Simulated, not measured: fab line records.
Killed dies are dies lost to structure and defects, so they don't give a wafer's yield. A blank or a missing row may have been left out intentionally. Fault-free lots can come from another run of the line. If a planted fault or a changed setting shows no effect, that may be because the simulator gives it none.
fab line records | flow nand-harc
record lots=13 | wafers=39 | last-day=23
route steps=1159 shown P_BONDPAD@353
lots that met no fault: from a run of the same line without faults
start-h: the number of hours between the record's first day and the start of the first shown wafer of the lot | wait-h: hours from the lot's prior step to this one | " as in the row above | L1.1+2: several wafers, shown together as one row | - either no value or no given start | * or withheld: withheld | < > ~ a bound
route shown NAME@n: NAME is a module with steps in the file, n the number in the route of the first one | usual: mean/standard deviation taken from wafers without a fault | same: alike in all rows | chamber/n: place in a boat | sites: readings site by site | _std_site: standard deviation across them | _edge_site: inner sites' mean taken away from outer sites' mean | radius-mm: for every site, how far away it sits from the centre of the wafer | mask NAME#n: copy n | behind: the most recent tool/chamber to have shaped the wafer | hold: why the lot was held/for how many hours/how that ended | device: whichever transistor did not switch (one of n, p or np) | end of line: the tests these same wafers got at the end of their route | for a step that has no rows: nothing shown but its recipe | killed: count of dies lost to structure and defects at first sort (not the wafer's yield) | map: per-die view of a wafer (x killed, . not killed, _ where there is no die)
set.NAME: the setting that was run; set.NAME@STEP: the one run at that earlier step | model.NAME: the simulator's own value behind a step, which no gauge read
a sample of lots followed through the steps of the route, with each step as a table and each wafer as a row
services: the hour from which a tool's chamber was out of use, counted from the record's first day as start-h (under 0 if before that day), plus the number of hours and why
## steps
# step NHARC_P_BONDPAD_THK_MEAS_33
# recipe thk-meas-gauge=ellipsometry
# usual thk-nm=199.8/1.4
lot.wafer | tool          | chamber | start-h | wait-h | thk-nm
L166.1    | film-metro-02 | -       | 135.64  | 0.2    | 201.1
L166.5    | "             | -       | "       | "      | 197.0
L166.6    | "             | -       | "       | "      | 198.5
L167.2    | film-metro-02 | -       | 136.95  | 0.2    | 199.0
L167.3    | "             | -       | "       | "      | 201.9
L167.4    | "             | -       | "       | "      | 201.7
L168.1    | film-metro-02 | -       | 138.30  | 0.2    | 201.1
L168.2    | "             | -       | "       | "      | 200.5
L168.4    | "             | -       | "       | "      | 201.4
L169.2    | film-metro-01 | -       | 150.86  | 0.2    | 199.9
L169.3    | "             | -       | "       | "      | 200.9
L169.5    | "             | -       | "       | "      | 197.8
L170.3    | film-metro-02 | -       | 151.21  | 0.2    | 197.7
L170.5    | "             | -       | "       | "      | 200.5
L170.6    | "             | -       | "       | "      | 196.3
L171.2    | film-metro-02 | -       | 152.21  | 0.2    | 200.3
L171.3    | "             | -       | "       | "      | 198.9
L171.6    | "             | -       | "       | "      | 200.4
L172.1    | film-metro-02 | -       | 166.50  | 0.2    | 200.6
L172.2    | "             | -       | "       | "      | 201.3
L172.6    | "             | -       | "       | "      | 197.8
L173.2    | film-metro-01 | -       | 170.49  | 0.2    | 200.3
L173.3    | "             | -       | "       | "      | 202.7
L173.5    | "             | -       | "       | "      | 199.7
L174.3    | film-metro-01 | -       | 172.52  | 0.2    | 201.0
L174.4    | "             | -       | "       | "      | 199.7
L174.6    | "             | -       | "       | "      | 201.9
L175.2    | film-metro-01 | -       | 185.34  | 0.2    | 202.0
L175.5    | "             | -       | "       | "      | 198.4
L175.6    | "             | -       | "       | "      | 201.5
L176.1    | film-metro-01 | -       | 186.71  | 0.2    | 198.3
L176.4    | "             | -       | "       | "      | 199.1
L176.5    | "             | -       | "       | "      | 199.5
L179.2    | film-metro-01 | -       | 203.53  | 0.2    | 200.7
L179.3    | "             | -       | "       | "      | 201.1
L179.4    | "             | -       | "       | "      | 199.4
L183.2    | film-metro-01 | -       | 232.51  | 0.2    | 201.9
L183.3    | "             | -       | "       | "      | 199.7
L183.4    | "             | -       | "       | "      | 199.2
# step NHARC_P_BONDPAD_OVL_MEAS_38
# usual overlay-x-nm=-1/5.9 | overlay-y-nm=0/5
lot.wafer | tool       | chamber | start-h | wait-h | overlay-x-nm | overlay-y-nm
L166.1    | overlay-02 | -       | 136.30  | -      | 8            | 9
L166.5    | "          | -       | "       | "      | 8            | 9
L166.6    | "          | -       | "       | "      | 8            | 9
L167.2    | overlay-02 | -       | 137.48  | -      | 6            | -1
L167.3    | "          | -       | "       | "      | 6            | -2
L167.4    | "          | -       | "       | "      | 6            | -1
L168.1    | overlay-02 | -       | 138.96  | -      | -4           | 1
L168.2    | "          | -       | "       | "      | -5           | 1
L168.4    | "          | -       | "       | "      | -5           | 1
L169.2    | overlay-02 | -       | 151.52  | -      | 2            | 2
L169.3    | "          | -       | "       | "      | 2            | 1
L169.5    | "          | -       | "       | "      | 2            | 1
L170.3    | overlay-02 | -       | 151.76  | -      | -7           | -1
L170.5    | "          | -       | "       | "      | -7           | -2
L170.6    | "          | -       | "       | "      | -7           | -2
L171.2    | overlay-01 | -       | 152.76  | -      | 8            | 0
L171.3    | "          | -       | "       | "      | 8            | 0
L171.6    | "          | -       | "       | "      | 8            | 0
L172.1    | overlay-02 | -       | 167.03  | -      | 5            | 3
L172.2    | "          | -       | "       | "      | 5            | 3
L172.6    | "          | -       | "       | "      | 5            | 3
L173.2    | overlay-01 | -       | 171.14  | -      | -9           | 1
L173.3    | "          | -       | "       | "      | -9           | 1
L173.5    | "          | -       | "       | "      | -9           | 1
L174.3    | overlay-01 | -       | 173.17  | -      | 7            | 3
L174.4    | "          | -       | "       | "      | 6            | 3
L174.6    | "          | -       | "       | "      | 6            | 3
L175.2    | overlay-01 | -       | 186.01  | -      | -8           | 4
L175.5    | "          | -       | "       | "      | -7           | 4
L175.6    | "          | -       | "       | "      | -8           | 3
L176.1    | overlay-01 | -       | 187.25  | -      | -4           | 0
L176.4    | "          | -       | "       | "      | -4           | -1
L176.5    | "          | -       | "       | "      | -4           | 0
L179.2    | overlay-02 | -       | 204.05  | -      | -4           | -7
L179.3    | "          | -       | "       | "      | -3           | -7
L179.4    | "          | -       | "       | "      | -3           | -7
L183.2    | overlay-01 | -       | 233.18  | -      | -5           | 0
L183.3    | "          | -       | "       | "      | -6           | 0
L183.4    | "          | -       | "       | "      | -5           | 0
# step NHARC_P_BONDPAD_ETCH_37
# recipe target-depth-a=600 | overetch-a=180 | time-s=65.91 | ion-energy-ev=200 | n2-flow-sccm=150 | h2-flow-sccm=150 | ar-flow-sccm=0 | rf-w=400 | bias-w=150 | chemistry=N2/H2
# usual drypump-motor-current-A=5.8/0.31 | oes-product-au=0.998/0.019 | rf-vpp-V=432.5/2.4 | run-length-s=87.1/0.48 | showerhead-plenum-p-Torr=2.11/0.085 | throttle-valve-pct=14.171/0.0091
lot.wafer | tool        | chamber | start-h | wait-h | drypump-motor-current-A | oes-product-au | rf-hours-counter-h | rf-vpp-V | run-length-s | showerhead-plenum-p-Torr | throttle-valve-pct
L166.1    | rie-diel-13 | 3       | 136.52  | 0.1    | 6.4                     | 0.993          | 2                  | 435.2    | 87.0         | 2.19                     | 14.159
L166.5    | "           | 1       | "       | "      | 5.7                     | 1.030          | -                  | 432.4    | 87.5         | 2.14                     | 14.169
L166.6    | "           | 2       | "       | "      | 5.6                     | 0.980          | -                  | 432.6    | 86.1         | 2.17                     | 14.183
L167.2    | rie-diel-13 | 3       | 137.69  | 0.1    | 6.4                     | 0.993          | 2                  | 434.7    | 86.9         | 2.19                     | 14.170
L167.3    | "           | 0       | "       | "      | 6.0                     | 0.990          | 2                  | 433.7    | 86.7         | 2.15                     | 14.162
L167.4    | "           | 2       | "       | "      | 5.6                     | 0.984          | 2                  | 433.2    | 86.1         | 2.17                     | 14.167
L168.2    | rie-diel-04 | 2       | 139.17  | 0.1    | 5.5                     | 0.989          | 4                  | 429.0    | 86.5         | 2.02                     | 14.178
L168.1    | "           | 3       | "       | "      | 5.2                     | 0.999          | 5                  | 429.5    | 87.8         | 1.97                     | 14.174
L168.4    | "           | 0       | "       | "      | 6.0                     | 0.995          | 5                  | 429.8    | 87.4         | 2.00                     | 14.173
L169.3    | rie-diel-04 | 1       | 151.72  | 0.1    | 5.8                     | 0.995          | 9                  | 435.1    | 87.1         | 2.22                     | 14.181
L169.2    | "           | 0       | "       | "      | 6.0                     | 0.990          | 8                  | 430.4    | 87.9         | 2.00                     | 14.178
L169.5    | "           | 1       | "       | "      | 5.8                     | 0.988          | -                  | 434.7    | 86.9         | 2.21                     | 14.176
L170.3    | rie-diel-05 | 2       | 151.98  | 0.1    | 5.7                     | 0.991          | 57                 | 433.3    | 87.1         | 2.17                     | 14.184
L170.5    | "           | 3       | "       | "      | 5.4                     | 1.009          | -                  | 427.0    | 87.2         | 1.88                     | 14.187
L170.6    | "           | 0       | "       | "      | 5.6                     | 1.018          | -                  | 428.2    | 86.9         | 1.95                     | 14.167
L171.2    | rie-diel-13 | 0       | 152.96  | 0.1    | 6.0                     | 0.990          | 3                  | 434.0    | 86.9         | 2.15                     | 14.175
L171.3    | "           | 3       | "       | "      | 6.4                     | 0.996          | 3                  | 434.1    | 87.5         | 2.18                     | 14.185
L171.6    | "           | 1       | "       | "      | 5.7                     | 1.035          | -                  | 433.2    | 87.4         | 2.14                     | 14.171
L172.2    | rie-diel-13 | 1       | 167.33  | 0.1    | 5.6                     | 1.022          | 5                  | 433.0    | 87.6         | 2.14                     | 14.182
L172.1    | "           | 3       | "       | "      | 6.3                     | 0.991          | 5                  | 435.2    | 87.4         | 2.18                     | 14.162
L172.6    | "           | 0       | "       | "      | 6.1                     | 0.998          | -                  | 434.3    | 86.8         | 2.15                     | 14.180
L173.2    | rie-diel-13 | 2       | 171.36  | 0.1    | 5.6                     | 0.982          | 4                  | 433.4    | 86.4         | 2.17                     | 14.171
L173.3    | "           | 3       | "       | "      | 6.4                     | 0.982          | 5                  | 433.7    | 87.0         | 2.18                     | 14.169
L173.5    | "           | 1       | "       | "      | 5.7                     | 1.030          | -                  | 434.0    | 87.3         | 2.14                     | 14.177
L174.4    | rie-diel-04 | 0       | 173.56  | 0.2    | 6.0                     | 0.999          | 18                 | 427.6    | 87.6         | 1.99                     | 14.172
L174.3    | "           | 1       | "       | "      | 5.8                     | 0.995          | 19                 | 434.4    | 86.9         | 2.21                     | 14.168
L174.6    | "           | 2       | "       | "      | 5.5                     | 0.985          | -                  | 429.9    | 86.9         | 2.02                     | 14.162
L175.2    | rie-diel-13 | 2       | 186.23  | 0.1    | 5.6                     | 0.980          | 5                  | 433.3    | 86.1         | 2.16                     | 14.154
L175.6    | "           | 0       | "       | "      | 6.1                     | 0.988          | -                  | 434.0    | 87.1         | 2.15                     | 14.160
L175.5    | "           | 1       | "       | "      | 5.6                     | 1.033          | -                  | 433.6    | 87.4         | 2.14                     | 14.179
L176.4    | rie-diel-13 | 0       | 187.46  | 0.1    | 6.0                     | 0.991          | 7                  | 433.8    | 87.0         | 2.15                     | 14.182
L176.1    | "           | 2       | "       | "      | 5.6                     | 0.989          | 5                  | 434.7    | 86.9         | 2.16                     | 14.171
L176.5    | "           | 1       | "       | "      | 5.7                     | 1.032          | -                  | 432.8    | 87.9         | 2.14                     | 14.157
L179.2    | rie-diel-13 | 3       | 204.28  | 0.1    | 6.4                     | 0.986          | 8                  | 434.9    | 86.9         | 2.18                     | 14.160
L179.4    | "           | 1       | "       | "      | 5.6                     | 1.029          | 8                  | 432.5    | 88.3         | 2.14                     | 14.186
L179.3    | "           | 2       | "       | "      | 5.6                     | 0.975          | 7                  | 433.4    | 86.3         | 2.16                     | 14.166
L183.4    | rie-diel-13 | 1       | 233.39  | 0.1    | 5.7                     | 1.030          | 11                 | 432.7    | 87.5         | 2.13                     | 14.165
L183.3    | "           | 2       | "       | "      | 5.6                     | 0.965          | 10                 | 433.6    | 86.9         | 2.16                     | 14.175
L183.2    | "           | 3       | "       | "      | 6.3                     | 0.991          | 11                 | 434.1    | 71.2         | 2.18                     | 14.190
# step NHARC_P_BONDPAD_CD_MEAS_13
# usual cd-nm=499.8/2.9
lot.wafer | tool      | chamber | start-h | wait-h | cd-nm
L166.1    | cd-sem-02 | -       | 136.73  | -      | 497.0
L166.5    | "         | -       | "       | "      | 496.9
L166.6    | "         | -       | "       | "      | 499.0
L167.2    | cd-sem-01 | -       | 137.92  | -      | 501.2
L167.3    | "         | -       | "       | "      | 500.8
L167.4    | "         | -       | "       | "      | 499.3
L168.1    | cd-sem-02 | -       | 139.40  | -      | 501.3
L168.2    | "         | -       | "       | "      | 502.4
L168.4    | "         | -       | "       | "      | 501.4
L169.2    | cd-sem-03 | -       | 151.96  | -      | 500.3
L169.3    | "         | -       | "       | "      | 504.8
L169.5    | "         | -       | "       | "      | 499.2
L170.3    | cd-sem-02 | -       | 152.21  | -      | 496.5
L170.5    | "         | -       | "       | "      | 496.9
L170.6    | "         | -       | "       | "      | 493.2
L171.2    | cd-sem-01 | -       | 153.20  | -      | 497.5
L171.3    | "         | -       | "       | "      | 499.9
L171.6    | "         | -       | "       | "      | 500.5
L172.1    | cd-sem-01 | -       | 167.59  | -      | 497.6
L172.2    | "         | -       | "       | "      | 504.1
L172.6    | "         | -       | "       | "      | 502.0
L173.2    | cd-sem-03 | -       | 171.58  | -      | 505.6
L173.3    | "         | -       | "       | "      | 499.8
L173.5    | "         | -       | "       | "      | 504.2
L174.3    | cd-sem-01 | -       | 173.78  | -      | 499.8
L174.4    | "         | -       | "       | "      | 495.7
L174.6    | "         | -       | "       | "      | 505.3
L175.2    | cd-sem-03 | -       | 186.45  | -      | 501.7
L175.5    | "         | -       | "       | "      | 497.8
L175.6    | "         | -       | "       | "      | 500.0
L176.1    | cd-sem-02 | -       | 187.68  | -      | 499.9
L176.4    | "         | -       | "       | "      | 502.8
L176.5    | "         | -       | "       | "      | 502.2
L179.2    | cd-sem-03 | -       | 204.51  | -      | 501.9
L179.3    | "         | -       | "       | "      | 503.3
L179.4    | "         | -       | "       | "      | 501.6
L183.2    | cd-sem-03 | -       | 233.62  | -      | 502.9
L183.3    | "         | -       | "       | "      | 497.0
L183.4    | "         | -       | "       | "      | 501.2
## services
tool        | chamber | start-h | hours | kind
rie-diel-05 | -       | 115.10  | 0.3   | repair
rie-diel-05 | 0       | 115.43  | 4.8   | repair
rie-diel-13 | 0       | 132.50  | -     | clean
rie-diel-13 | 1       | 132.50  | -     | clean
rie-diel-13 | 2       | 132.50  | -     | clean
rie-diel-13 | 3       | 132.50  | -     | clean
rie-diel-04 | -       | 138.46  | 0.2   | repair
rie-diel-13 | 3       | 146.36  | 1.2   | repair
rie-diel-04 | 0       | 147.18  | 2.9   | repair
rie-diel-13 | 2       | 160.93  | 7.9   | repair
rie-diel-05 | -       | 171.54  | 9.0   | pm
rie-diel-13 | 0       | 181.00  | -     | clean
rie-diel-13 | 1       | 181.00  | -     | clean
rie-diel-13 | 2       | 181.00  | -     | clean
rie-diel-13 | 3       | 181.00  | -     | clean
rie-diel-04 | 0       | 181.57  | 2.0   | repair
rie-diel-13 | 0       | 205.50  | -     | clean
rie-diel-13 | 1       | 205.50  | -     | clean
rie-diel-13 | 2       | 205.50  | -     | clean
rie-diel-13 | 3       | 205.50  | -     | clean
rie-diel-13 | 0       | 230.00  | -     | clean
rie-diel-13 | 1       | 230.00  | -     | clean
rie-diel-13 | 2       | 230.00  | -     | clean
rie-diel-13 | 3       | 230.00  | -     | clean
## key
first-sign step=NHARC_P_BONDPAD_ETCH_37 | reading=run-length-s | direction=down | sigmas=33 | usual=* | struck=*
effect none on later readings
met-at NHARC_P_BONDPAD_ETCH_37
struck-lots L183
struck-wafers L183.2
sort-left-out L183.2
not-acting-at NHARC_P_BONDPAD_THK_MEAS_33,NHARC_P_BONDPAD_OVL_MEAS_38,NHARC_P_BONDPAD_CD_MEAS_13
onset-between 204.28 233.39
fault kind=process-parameter-drift | tool=rie-diel-13 | chamber=- | onset-h=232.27 | steps=NHARC_P_BONDPAD_ETCH_37 | channel=time-s | offset=* | shape=step | end-h=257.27 | scope=struck-wafers-only | acts-in=* | stated=*
# sort-left-out: the simulated sort isn't trusted on such a fault, so these wafers' sort isn't shown, and their yield isn't known
